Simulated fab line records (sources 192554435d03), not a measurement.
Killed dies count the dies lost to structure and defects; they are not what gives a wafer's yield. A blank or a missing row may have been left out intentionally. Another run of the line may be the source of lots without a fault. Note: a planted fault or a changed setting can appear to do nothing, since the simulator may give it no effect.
fab line records ; flow n5Finfet
[record] lots = 7; wafers = 19; lastDay = 17
route steps=1938 shown FIN_SAQP@90 PASSIVATION@1936
lots with no fault: from the same line, run without faults
startH: start of the lot's first displayed wafer, in hours after the record's first day ; waitH: hours since the lot's step before ; " as in the row above ; L1.1+2: a single row standing in for several wafers ; - no value present, or no start provided ; * or withheld: withheld ; < > ~ a bound
route shown NAME@n: NAME is a module with steps in the file, n the number in the route of the first one ; usual: mean/standard deviation of fault-free wafers ; same: alike in all rows ; chamber/n: place in a boat ; sites: each site's reading ; _std_site: standard deviation across them ; _edge_site: outer sites' mean less inner sites' ; radiusMm: for every site, how far away it sits from the centre of the wafer ; mask NAME#n: copy n ; behind: the tool/chamber that last shaped the wafer ; hold: what put the lot on hold/how long, in hours/how the hold closed ; device: whichever transistor did not switch (one of n, p or np) ; end of line: the route-end tests of the same wafers ; a step with no rows: only its recipe ; killed: not the wafer's yield, but the dies lost to structure and defects at the first sort ; map: per-die view of a wafer (x killed, . not killed, _ where there is no die)
set.NAME: the setting as run; set.NAME@STEP: as run at that earlier step ; model.NAME: the simulator's own value behind a step, which no gauge read
lots at selected steps of the route; one table per step, one row per wafer
services: the hour from which a tool's chamber was out of use, counted from the record's first day as startH (under 0 if before that day), plus the number of hours and why
[[steps]]
[step N5_FIN_SAQP_PRECLEAN_42]
[recipe] chemistry = O3/DIW; timeS = 60; tempC = 22; o3Ppm = 10
[step N5_FIN_SAQP_PRECLEAN_00]
[recipe] chemistry = SC1; timeS = 60; tempC = 55; mix = 1:2:50
[step N5_FIN_SAQP_PRECLEAN_44]
[recipe] chemistry = SC2; timeS = 45; tempC = 35; mix = 1:1:50
[step N5_FIN_SAQP_SRD_01]
[recipe] dry = ipaMarangoni; timeS = 30; tempC = 23; rinseLiquid = diw
[step N5_FIN_SAQP_ALD_61]
[recipe] material = SiO2; targetThkA = 40; tempC = 300; aldPrecursorFamily = BDEAS; aldCoReactant = O2-plasma; pulseTimeS = 1; purgeTimeS = 2; coReactantPurgeTimeS = 2; aldCycles = 43; pressureTorr = 2
[usual] heaterPowerW = 470/49; precursorPulseHeightRel = 1.001/0.018
lot.wafer;tool;chamber;startH;waitH;heaterPowerW;precursorPulseHeightRel;sinceWetCleanH
L868.2;aldSin-04;0;20.60;0.5;401;1.000;12
L868.3;aldSin-04;2;20.60;0.5;488;1.020;12
L868.5;aldSin-04;3;20.60;0.5;508;1.014;-
L872.2;aldSin-04;3;44.36;0.0;508;0.999;36
L872.3;aldSin-04;2;44.36;0.0;472;0.974;36
L872.5;aldSin-04;2;44.36;0.0;487;0.992;-
L875.2;aldSin-01;3;63.07;0.0;522;0.995;161
L875.3;aldSin-01;1;63.07;0.0;426;0.985;161
L875.6;aldSin-01;0;63.07;0.0;463;1.017;-
L878.1;aldSin-01;1;80.70;0.0;430;0.967;178
L878.6;aldSin-01;3;80.70;0.0;509;0.992;-
L881.1;aldSin-04;2;99.21;0.4;480;0.986;91
L881.3;aldSin-04;1;99.21;0.4;499;1.005;91
L885.1;aldSin-02;1;122.44;0.0;456;0.979;310
L885.5;aldSin-02;3;122.44;0.0;465;0.972;-
L885.6;aldSin-02;2;122.44;0.0;460;0.993;-
L887.1;aldSin-02;2;134.45;0.0;442;0.982;323
L887.5;aldSin-02;1;134.45;0.0;461;0.997;-
L887.6;aldSin-02;2;134.45;0.0;457;0.978;-
[step N5_FIN_SAQP_DENSIFY_62]
[recipe] tempC = 700; timeS = 60; ambient = N2; idleTempC = 600; rampUpCPerS = 150; rampDownCPerS = 60; coolToC = 600
[usual] lampPowerPct = 9.85/0.05; lamp_zone_4_pct = 9.839/0.011; lamp_zone_7_pct = 10.267/0.013; wafer_temp_C_max = 703.3/0.67
lot.wafer;tool;chamber;startH;waitH;lampPowerPct;lamp_zone_4_pct;lamp_zone_7_pct;wafer_temp_C_max
L868.2;rtpAnneal-02;0;20.83;0.1;9.89;9.841;10.238;702.8
L868.3;rtpAnneal-02;0;20.83;0.1;9.82;9.845;10.283;703.0
L868.5;rtpAnneal-02;0;20.83;0.1;9.89;9.829;10.274;702.6
L872.2;rtpAnneal-02;0;44.62;0.2;9.82;9.843;10.272;704.1
L872.3;rtpAnneal-02;0;44.62;0.2;9.84;9.844;10.253;702.6
L872.5;rtpAnneal-02;0;44.62;0.2;9.90;9.840;10.266;703.0
L875.2;rtpAnneal-01;0;63.30;0.1;9.91;9.847;10.240;703.2
L875.3;rtpAnneal-01;0;63.30;0.1;9.81;9.847;10.267;702.7
L875.6;rtpAnneal-01;0;63.30;0.1;9.83;9.827;10.263;703.0
L878.1;rtpAnneal-01;0;80.90;0.1;9.81;9.857;10.255;702.6
L878.6;rtpAnneal-01;0;80.90;0.1;9.89;9.843;10.284;702.9
L881.1;rtpAnneal-01;0;99.41;0.1;9.79;9.845;10.293;703.0
L881.3;rtpAnneal-01;0;99.41;0.1;9.82;9.844;10.281;702.8
L885.1;rtpAnneal-02;0;122.65;0.1;9.86;9.841;10.267;703.3
L885.5;rtpAnneal-02;0;122.65;0.1;9.86;9.827;10.258;703.8
L885.6;rtpAnneal-02;0;122.65;0.1;9.93;9.841;10.243;703.1
L887.1;rtpAnneal-02;0;134.65;0.1;9.90;9.844;10.267;703.1
L887.5;rtpAnneal-02;0;134.65;0.1;9.80;9.836;10.291;703.6
L887.6;rtpAnneal-02;0;134.65;0.1;9.78;9.842;10.271;703.7
[step N5_FIN_SAQP_HM_DEP_03]
[recipe] material = SiNx; targetThkA = 380; tempC = 400; precursor = SiH4/NH3/N2; pressureTorr = 1.5; rfW = 300; timeS = 33.6
[step N5_FIN_SAQP_THK_MEAS_05]
[usual] thkNm = 38.1/0.49
lot.wafer;tool;chamber;startH;waitH;thkNm
L868.2;filmMetro-01;-;21.11;0.1;37.6
L868.3;filmMetro-01;-;21.11;0.1;37.7
L868.5;filmMetro-01;-;21.11;0.1;38.5
L872.2;filmMetro-01;-;45.05;0.1;37.8
L872.3;filmMetro-01;-;45.05;0.1;37.9
L872.5;filmMetro-01;-;45.05;0.1;38.4
L875.2;filmMetro-01;-;63.59;0.1;37.5
L875.3;filmMetro-01;-;63.59;0.1;37.7
L875.6;filmMetro-01;-;63.59;0.1;38.5
L878.1;filmMetro-02;-;81.20;0.1;37.3
L878.6;filmMetro-02;-;81.20;0.1;38.4
L881.1;filmMetro-01;-;99.72;0.1;38.5
L881.3;filmMetro-01;-;99.72;0.1;38.3
L885.1;filmMetro-02;-;122.96;0.1;37.7
L885.5;filmMetro-02;-;122.96;0.1;38.0
L885.6;filmMetro-02;-;122.96;0.1;38.7
L887.1;filmMetro-02;-;134.95;0.1;38.5
L887.5;filmMetro-02;-;134.95;0.1;39.0
L887.6;filmMetro-02;-;134.95;0.1;38.6
[step N5_FIN_SAQP_PECVD_47]
[recipe] material = a-Si; targetThkA = 450; tempC = 400; precursor = SiH4/He; pressureTorr = 3; rfW = 100; timeS = 36.3
[step N5_FIN_SAQP_PECVD_48]
[recipe] material = SiNx; targetThkA = 250; tempC = 400; precursor = SiH4/NH3/N2; pressureTorr = 1.5; rfW = 300; timeS = 22.1
[usual] heaterPowerW = 741/58; showerheadPlenumPTorr = 5.12/0.049; throttleValvePct = 40.7/2.6
lot.wafer;tool;chamber;startH;waitH;heaterPowerW;showerheadPlenumPTorr;sinceWetCleanH;throttleValvePct
L868.2;pecvd-01;1;21.21;0.0;822;5.09;1450;45.9
L868.3;pecvd-01;0;21.21;0.0;655;5.11;-;39.7
L868.5;pecvd-01;0;21.21;0.0;674;5.11;-;39.5
L872.2;pecvd-01;1;45.15;0.0;782;5.09;1474;46.1
L872.3;pecvd-01;0;45.15;0.0;737;5.10;-;39.6
L872.5;pecvd-01;0;45.15;0.0;743;5.11;-;39.8
L875.2;pecvd-03;0;63.66;0.0;675;5.12;586;40.3
L875.3;pecvd-03;1;63.66;0.0;802;5.06;1311;38.2
L875.6;pecvd-03;2;63.66;0.0;734;5.03;-;42.3
L878.1;pecvd-03;1;81.28;0.0;684;5.08;1329;38.6
L878.6;pecvd-03;2;81.28;0.0;726;5.06;-;42.2
L881.1;pecvd-01;1;99.79;0.0;807;5.09;1529;45.8
L881.3;pecvd-01;2;99.79;0.0;768;5.20;50;37.3
L885.1;pecvd-04;2;123.04;0.0;741;5.08;435;40.7
L885.5;pecvd-04;2;123.04;0.0;742;5.09;-;40.6
L885.6;pecvd-04;0;123.04;0.0;718;5.21;-;41.1
L887.1;pecvd-01;0;135.03;0.0;751;5.12;839;40.1
L887.5;pecvd-01;0;135.03;0.0;723;5.10;-;40.3
L887.6;pecvd-01;2;135.03;0.0;744;5.20;-;37.5
[step N5_FIN_SAQP_PECVD_06]
[recipe] material = a-Si; targetThkA = 600; tempC = 400; precursor = SiH4/He; pressureTorr = 3; rfW = 100; timeS = 48.1
[usual] heaterPowerW = 811/58; showerheadPlenumPTorr = 5.66/0.036; throttleValvePct = 18.5/1.1
lot.wafer;tool;chamber;startH;waitH;heaterPowerW;showerheadPlenumPTorr;sinceWetCleanH;throttleValvePct
L868.2;pecvd-01;1;21.26;0.0;863;5.63;1450;20.7
L868.3;pecvd-01;0;21.26;0.0;808;5.63;-;18.1
L868.5;pecvd-01;0;21.26;0.0;824;5.65;-;17.9
L872.2;pecvd-01;1;45.20;0.0;825;5.64;1474;20.6
L872.3;pecvd-01;0;45.20;0.0;766;5.64;-;17.9
L872.5;pecvd-01;0;45.20;0.0;769;5.64;-;18.1
L875.2;pecvd-03;0;63.70;0.0;755;5.66;586;18.5
L875.3;pecvd-03;1;63.70;0.0;786;5.60;1311;17.6
L875.6;pecvd-03;2;63.70;0.0;792;5.60;-;19.3
L878.1;pecvd-03;1;81.32;0.0;835;5.61;1329;17.7
L878.6;pecvd-03;2;81.32;0.0;761;5.60;-;19.4
L881.1;pecvd-01;1;99.83;0.0;768;5.64;1529;20.5
L881.3;pecvd-01;2;99.83;0.0;765;5.70;50;16.9
L885.1;pecvd-04;2;123.08;0.0;960;5.63;435;18.4
L885.5;pecvd-04;2;123.08;0.0;794;5.63;-;18.7
L885.6;pecvd-04;0;123.08;0.0;827;5.72;-;18.6
L887.1;pecvd-01;0;135.07;0.0;771;5.66;839;18.4
L887.5;pecvd-01;0;135.07;0.0;777;5.64;-;18.1
L887.6;pecvd-01;2;135.07;0.0;783;5.72;-;17.1
[step N5_FIN_SAQP_THK_MEAS_07]
[usual] thkNm = 59.9/0.73
lot.wafer;tool;chamber;startH;waitH;thkNm
L868.2;filmMetro-02;-;21.38;0.1;58.8
L868.3;filmMetro-02;-;21.38;0.1;60.7
L868.5;filmMetro-02;-;21.38;0.1;60.7
L872.2;filmMetro-02;-;45.32;0.1;59.0
L872.3;filmMetro-02;-;45.32;0.1;59.8
L872.5;filmMetro-02;-;45.32;0.1;60.2
L875.2;filmMetro-01;-;63.79;0.1;58.4
L875.3;filmMetro-01;-;63.79;0.1;57.8
L875.6;filmMetro-01;-;63.79;0.1;59.0
L878.1;filmMetro-02;-;81.41;0.1;59.8
L878.6;filmMetro-02;-;81.41;0.1;59.7
L881.1;filmMetro-01;-;99.92;0.1;59.1
L881.3;filmMetro-01;-;99.92;0.1;60.4
L885.1;filmMetro-02;-;123.17;0.1;59.8
L885.5;filmMetro-02;-;123.17;0.1;59.8
L885.6;filmMetro-02;-;123.17;0.1;60.4
L887.1;filmMetro-01;-;135.18;0.1;60.2
L887.5;filmMetro-01;-;135.18;0.1;60.2
L887.6;filmMetro-01;-;135.18;0.1;60.3
[step N5_FIN_SAQP_HM_DEP_72]
[recipe] material = SiO2; targetThkA = 120; tempC = 400; precursor = SiH4/N2O; pressureTorr = 0.75; rfW = 275; timeS = 7.2
[usual] heaterPowerW = 742/52; showerheadPlenumPTorr = 8.10/0.1
lot.wafer;tool;chamber;startH;waitH;heaterPowerW;showerheadPlenumPTorr;sinceWetCleanH;model.SiO2_of_FIN_SAQP_HM_DEP_72.thkNm
L868.2;pecvd-04;2;21.42;0.0;810;8.03;334;12.22
L868.3;pecvd-04;1;21.42;0.0;747;8.16;1813;12.06
L868.5;pecvd-04;1;21.42;0.0;766;8.15;-;12.04
L872.2;pecvd-03;0;45.36;0.0;782;8.11;568;12.1
L872.3;pecvd-03;2;45.36;0.0;722;7.97;2018;11.91
L872.5;pecvd-03;0;45.36;0.0;778;8.16;-;12.07
L875.2;pecvd-04;1;63.83;0.0;783;8.14;1855;12.01
L875.3;pecvd-04;0;63.83;0.0;762;8.28;1130;8.798
L875.6;pecvd-04;0;63.83;0.0;748;8.26;-;12.35
L878.1;pecvd-04;1;81.45;0.0;663;8.14;1873;8.845
L878.6;pecvd-04;2;81.45;0.0;835;8.06;-;12.06
L881.1;pecvd-04;2;99.96;0.0;844;8.04;412;9.039
L881.3;pecvd-04;1;99.96;0.0;718;8.14;1891;8.929
L885.1;pecvd-01;0;123.20;0.0;696;8.07;827;11.79
L885.5;pecvd-01;2;123.20;0.0;700;8.29;-;12.09
L885.6;pecvd-01;0;123.20;0.0;743;8.08;-;11.92
L887.1;pecvd-01;1;135.21;0.0;782;8.07;1564;11.95
L887.5;pecvd-01;0;135.21;0.0;727;8.09;-;12.07
L887.6;pecvd-01;2;135.21;0.0;658;8.25;-;12.2
[step N5_FIN_SAQP_COAT_49]
[recipe] resist = SOC; tempC = 250; timeS = 60; spinRpm = 1500; resistThkNm = 100
[step N5_FIN_SAQP_COAT_50]
[recipe] resist = SiARC; tempC = 220; timeS = 60; spinRpm = 1500; resistThkNm = 35
[step N5_FIN_SAQP_COAT_10]
[recipe] resist = CAR-ArF; spinRpm = 1500; resistThkNm = 90
[step N5_FIN_SAQP_EBR_12]
[recipe] solvent = PGMEA; ebrWidthMm = 1.5
[step N5_FIN_SAQP_SOFTBAKE_11]
[recipe] tempC = 110; timeS = 60; resist = CAR-ArF
[step N5_FIN_SAQP_EXPOSE_13]
[recipe] maskId = FIN_CORE; na = 1.35; sourceShape = dipole; sigmaInner = 0.538; sigmaOuter = 0.738; polarization = te; targetCdNm = 35.6; doseMj = 63.25
[step N5_FIN_SAQP_PEB_14]
[recipe] pebTempC = withheld; pebTimeS = 60; resist = CAR-ArF
[step N5_FIN_SAQP_DEVELOP_15]
[recipe] developTimeS = 30; developer = TMAH; resist = CAR-ArF; devTempC = 23; rinseLiquid = diw; dry = airSpin
[step N5_FIN_SAQP_CD_MEAS_16]
[recipe] targetCdNm = 35.6; landingEnergyEv = 500; detector = seInlens
[usual] cdNm = 35.61/0.29
lot.wafer;tool;chamber;startH;waitH;cdNm
L868.2;cdSem-03;0;21.87;-;35.88
L868.3;cdSem-03;0;21.87;-;35.99
L868.5;cdSem-03;0;21.87;-;35.73
L872.2;cdSem-01;0;45.81;-;35.73
L872.3;cdSem-01;0;45.81;-;35.75
L872.5;cdSem-01;0;45.81;-;35.78
L875.2;cdSem-02;0;64.28;-;35.14
L875.3;cdSem-02;0;64.28;-;35.45
L875.6;cdSem-02;0;64.28;-;35.17
L878.1;cdSem-02;0;81.89;-;35.79
L878.6;cdSem-02;0;81.89;-;35.89
L881.1;cdSem-03;0;100.41;-;35.44
L881.3;cdSem-03;0;100.41;-;35.78
L885.1;cdSem-02;0;123.65;-;35.93
L885.5;cdSem-02;0;123.65;-;35.14
L885.6;cdSem-02;0;123.65;-;35.46
L887.1;cdSem-01;0;135.53;-;35.78
L887.5;cdSem-01;0;135.53;-;35.68
L887.6;cdSem-01;0;135.53;-;36.05
[step N5_FIN_SAQP_OVL_MEAS_17]
[recipe] pointsPerWafer = 44
[usual] FIN_CORE_OVL = -0.3/0.76
lot.wafer;tool;chamber;startH;waitH;FIN_CORE_OVL[nm]
L868.2;overlay-02;0;21.91;0.0;-1.1
L868.3;overlay-02;0;21.91;0.0;1.0
L868.5;overlay-02;0;21.91;0.0;-0.5
L872.2;overlay-01;0;45.85;0.0;-0.8
L872.3;overlay-01;0;45.85;0.0;0.3
L872.5;overlay-01;0;45.85;0.0;-0.7
L875.2;overlay-02;0;64.32;0.0;0.1
L875.3;overlay-02;0;64.32;0.0;-0.7
L875.6;overlay-02;0;64.32;0.0;-0.7
L878.1;overlay-01;0;81.93;0.0;-0.9
L878.6;overlay-01;0;81.93;0.0;-0.3
L881.1;overlay-02;0;100.45;0.0;-1.8
L881.3;overlay-02;0;100.45;0.0;-0.7
L885.1;overlay-01;0;123.69;0.0;-0.8
L885.5;overlay-01;0;123.69;0.0;-1.4
L885.6;overlay-01;0;123.69;0.0;-1.1
L887.1;overlay-01;0;135.57;0.0;0.0
L887.5;overlay-01;0;135.57;0.0;-0.6
L887.6;overlay-01;0;135.57;0.0;-0.4
[step N5_FIN_SAQP_INSPECT_18]
[recipe] mode = adi; inspectInstrument = brightfield
[usual] rawDefectCount = 421/110
lot.wafer;tool;chamber;startH;waitH;rawDefectCount
L868.2;defectInspect-01;-;21.93;0.0;341
L868.3;defectInspect-01;-;21.93;0.0;344
L868.5;defectInspect-01;-;21.93;0.0;441
L872.2;defectInspect-01;-;45.87;0.0;422
L872.3;defectInspect-01;-;45.87;0.0;315
L872.5;defectInspect-01;-;45.87;0.0;453
L875.2;defectInspect-01;-;64.34;0.0;255
L875.3;defectInspect-01;-;64.34;0.0;251
L875.6;defectInspect-01;-;64.34;0.0;208
L878.1;defectInspect-02;-;81.96;0.0;680
L878.6;defectInspect-02;-;81.96;0.0;603
L881.1;defectInspect-01;-;100.47;0.0;372
L881.3;defectInspect-01;-;100.47;0.0;230
L885.1;defectInspect-01;-;123.72;0.0;213
L885.5;defectInspect-01;-;123.72;0.0;298
L885.6;defectInspect-01;-;123.72;0.0;344
L887.1;defectInspect-02;-;135.60;0.0;248
L887.5;defectInspect-02;-;135.60;0.0;505
L887.6;defectInspect-02;-;135.60;0.0;520
[step N5_FIN_SAQP_DESCUM_21]
[recipe] chemistry = O2; timeS = 7.9; sourcePowerW = 50; biasPowerW = 20; pressureMtorr = 20; rfFrequencyHz = 2.712e+07; tempC = 40; resist = CAR-ArF; o2FlowSccm = 225
[usual] drypumpMotorCurrentA = 5.6/0.51; oesProductAu = 0.81/0.1; rfVppV = 243.1/1.7; showerheadPlenumPTorr = 2.09/0.09; throttleValvePct = 20.42/0.17
lot.wafer;tool;chamber;startH;waitH;drypumpMotorCurrentA;oesProductAu;rfHoursCounterH;rfVppV;showerheadPlenumPTorr;throttleValvePct
L868.2;rieDiel-01;1;22.21;0.3;5.1;0.69;245;242.0;1.97;20.65
L868.3;rieDiel-01;3;22.21;0.3;6.3;0.68;235;241.7;2.07;20.79
L868.5;rieDiel-01;2;22.21;0.3;5.3;0.70;-;241.2;1.98;20.58
L872.2;rieDiel-01;2;45.91;0.0;5.3;0.69;235;242.0;1.98;20.60
L872.3;rieDiel-01;3;45.91;0.0;6.3;0.68;242;244.1;2.07;20.80
L872.5;rieDiel-01;0;45.91;0.0;5.8;0.85;-;244.4;2.13;20.24
L875.2;rieDiel-01;0;64.37;0.0;5.7;0.85;56;244.2;2.13;20.27
L875.3;rieDiel-01;2;64.37;0.0;5.4;0.68;243;241.9;1.98;20.61
L875.6;rieDiel-01;0;64.37;0.0;5.7;0.85;-;243.5;2.13;20.28
L878.1;rieDiel-01;2;82.32;0.4;5.3;0.67;249;241.5;1.97;20.59
L878.6;rieDiel-01;1;82.32;0.4;5.1;0.95;-;244.8;2.23;20.30
L881.1;rieDiel-01;1;100.51;0.0;5.1;0.93;12;244.9;2.23;20.30
L881.3;rieDiel-01;3;100.51;0.0;6.3;0.96;5;241.7;2.06;20.43
L885.1;rieDiel-01;0;123.75;0.0;5.7;0.83;77;242.6;2.12;20.29
L885.5;rieDiel-01;3;123.75;0.0;6.3;0.93;-;243.6;2.06;20.43
L885.6;rieDiel-01;0;123.75;0.0;5.8;0.83;-;243.8;2.12;20.29
L887.1;rieDiel-03;0;135.74;0.1;5.5;0.68;238;242.4;2.05;20.37
L887.5;rieDiel-03;1;135.74;0.1;6.5;0.90;-;245.0;2.22;20.31
L887.6;rieDiel-03;2;135.74;0.1;5.3;0.74;-;241.0;1.99;20.46
[step N5_FIN_SAQP_ETCH_51]
[recipe] chemistry = CF4; target = SiARC; targetDepthA = 455; maskMaterial = CAR-ArF; timeS = 75.8; ionEnergyEv = 80; pressureMtorr = 40; sourceW = 545; biasW = 36; Ar_flow_sccm = 100; cf4FlowSccm = 100; ends = cleared
[step N5_FIN_SAQP_ETCH_52]
[recipe] chemistry = N2/H2; target = SOC; targetDepthA = 1000; overetchA = 200; maskMaterial = SiARC; tempC = 40; timeS = 150; ionEnergyEv = 200; pressureMtorr = 30; sourceW = 840; biasW = 150; n2FlowSccm = 200; h2FlowSccm = 200; ends = endPoint
[step N5_FIN_SAQP_STRIP_53]
[recipe] chemistry = N2/H2; tempC = 40; n2FlowSccm = 200; h2FlowSccm = 200; rfFrequencyHz = 6e+07
[step N5_FIN_SAQP_HM_OPEN_73]
[recipe] chemistry = CHF3/O2; target = SiO2; stopOn = a-Si; targetDepthA = 120; overEtchFrac = 1.8; maskMaterial = SOC; timeS = 16.8; pressureMtorr = 30; sourceW = 650; biasW = 170; Ar_flow_sccm = 200; CHF3_flow_sccm = 50; O2_flow_sccm = 5; ionEnergyEv = 200; ends = endPoint
[usual] drypumpMotorCurrentA = 5.6/0.51; oesProductAu = 0.48/0.056; rfVppV = 524/6; showerheadPlenumPTorr = 2.41/0.098; throttleValvePct = 18.82/0.18
lot.wafer;tool;chamber;startH;waitH;drypumpMotorCurrentA;oesProductAu;rfHoursCounterH;rfVppV;showerheadPlenumPTorr;throttleValvePct;model.etch.depthNm
L868.2;rieDiel-01;1;22.41;0.0;5.1;0.42;245;525;2.28;19.09;12.22
L868.3;rieDiel-01;3;22.41;0.0;6.3;0.41;235;518;2.38;19.17;12.06
L868.5;rieDiel-01;2;22.41;0.0;5.4;0.43;-;520;2.29;18.96;12.04
L872.2;rieDiel-01;2;46.10;0.0;5.3;0.42;235;520;2.28;18.99;12.1
L872.3;rieDiel-01;3;46.10;0.0;6.3;0.42;242;518;2.38;19.15;11.91
L872.5;rieDiel-01;0;46.10;0.0;5.7;0.51;-;526;2.44;18.63;12.07
L875.2;rieDiel-01;0;64.57;0.0;5.8;0.50;56;526;2.44;18.63;12.01
L875.3;rieDiel-01;2;64.57;0.0;5.3;0.38;243;521;2.28;18.99;8.798
L875.6;rieDiel-01;0;64.57;0.0;5.7;0.51;-;527;2.44;18.62;12.35
L878.1;rieDiel-01;2;82.51;0.0;5.3;0.37;249;520;2.28;19.00;8.845
L878.6;rieDiel-01;1;82.51;0.0;5.1;0.57;-;533;2.57;18.70;12.06
L881.1;rieDiel-01;1;100.71;0.0;5.1;0.50;12;534;2.57;18.70;9.039
L881.3;rieDiel-01;3;100.71;0.0;6.3;0.52;5;518;2.38;18.77;8.929
L885.1;rieDiel-01;0;123.95;0.0;5.8;0.49;78;526;2.43;18.65;11.79
L885.5;rieDiel-01;3;123.95;0.0;6.3;0.56;-;518;2.37;18.80;12.09
L885.6;rieDiel-01;0;123.95;0.0;5.7;0.49;-;526;2.43;18.66;11.92
L887.1;rieDiel-03;0;135.93;0.0;5.5;0.41;238;523;2.37;18.80;11.95
L887.5;rieDiel-03;1;135.93;0.0;6.5;0.53;-;530;2.55;18.72;12.07
L887.6;rieDiel-03;2;135.93;0.0;5.3;0.44;-;518;2.31;18.95;12.2
[step N5_FIN_SAQP_STRIP_74]
[recipe] chemistry = CHF3/O2; resist = SiARC; rfFrequencyHz = 6e+07
[step N5_PASSIVATION_PROBE_49]
[usual] killed_at_M0_to_M3 = 36/11; killed_at_M4_up = 14/5.6; killedAtContacts = 11/5.6; killedAtFrontEnd = 40/12; killedAtOther = 4/3.2; killedDies = 105/17; killedOpen = 69/12; killedShort = 34/8.4
[same] grossDies = 1180; killedAtBackSide = 0
lot.wafer;tool;chamber;startH;waitH;killed_at_M0_to_M3;killed_at_M4_up;killedAtContacts;killedAtFrontEnd;killedAtOther;killedDies;killedOpen;killedShort
L878.1;prober-01;-;367.42;0.0;33;23;11;46;3;116;72;43
L878.6;prober-01;-;367.67;0.3;35;7;7;20;1;70;55;14
// killed by level:class
L878.1 FIN_SAQP:geometricParticle:short=12 MOL_CONTACT_COAG:geometricParticle:open=10 FIN_SAQP:geometricParticle:open=9 BEOL_M3:geometricParticle:open=9 BEOL_M0_SAQP:geometricParticle:short=7 BEOL_M4:geometricParticle:open=7 BEOL_M2:geometricParticle:open=6 BEOL_M4:geometricParticle:short=5
L878.6 BEOL_M1:geometricParticle:open=10 BEOL_M2:geometricParticle:open=8 MOL_CONTACT_COAG:geometricParticle:open=7 STARTING-WAFER:geometricParticle:open=5 BEOL_M0:geometricParticle:open=4 BEOL_M3:geometricParticle:open=4 FIN_CUT:geometricParticle:open=3 BEOL_M0_SAQP:geometricParticle:short=3
[[services]]
tool;chamber;startH;hours;kind
rieDiel-01;2;-2.01;3.1;repair
rieDiel-01;-;1.08;4.0;pm
pecvd-03;1;23.26;4.8;repair
rieDiel-01;1;42.66;-;clean
rieDiel-01;1;42.66;-;consumableReplace:focusRing
rieDiel-01;1;42.66;-;consumableReplace:showerhead
rieDiel-01;1;42.66;22.2;scheduledDown
rieDiel-01;1;42.66;22.2;ventCycle
aldSin-04;-;44.97;2.8;pm
aldSin-01;1;48.13;11.9;repair
pecvd-04;1;48.46;5.0;repair
pecvd-03;-;57.65;0.5;repair
rieDiel-01;3;67.95;-;clean
rieDiel-01;3;67.95;-;consumableReplace:focusRing
rieDiel-01;3;67.95;17.7;scheduledDown
rieDiel-01;3;67.95;17.7;ventCycle
aldSin-02;2;74.33;6.8;repair
pecvd-01;2;87.25;2.8;repair
aldSin-01;2;93.51;33.4;repair
aldSin-02;-;97.52;6.0;pm
pecvd-01;2;110.55;7.9;repair
pecvd-03;0;112.17;8.8;repair
rieDiel-01;-;129.43;10.9;repair
aldSin-01;0;131.12;7.1;repair
[[key]]
firstSign none at tools or gauges
[modelEffect] step = N5_FIN_SAQP_HM_DEP_72; value = SiO2_of_FIN_SAQP_HM_DEP_72.thkNm; without = 11.9; struck = 8.903
[modelEffect] step = N5_FIN_SAQP_HM_OPEN_73; value = etch.depthNm; without = 11.9; struck = 8.903
metAt N5_FIN_SAQP_HM_DEP_72
struckWafers L875.3,L878.1,L881.1,L881.3
testerLeftOut L875,L878,L881
onsetBetween 21.42 63.83
[fault] kind = processParameterDrift; tool = pecvd-04; chamber = -; onsetH = 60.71; steps = N5_FIN_SAQP_HM_DEP_72; channel = timeS; offset = *; shape = step; endH = 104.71; scope = struckWafersOnly; actsIn = *; stated = *
// testerLeftOut: of these lots the tester's yield and bins aren't shown, on N5 and GAA mostly nor the transistor test; their killed dies are dies lost to structure and defects alone, not to doping, threshold or leakage, so they don't give the yield
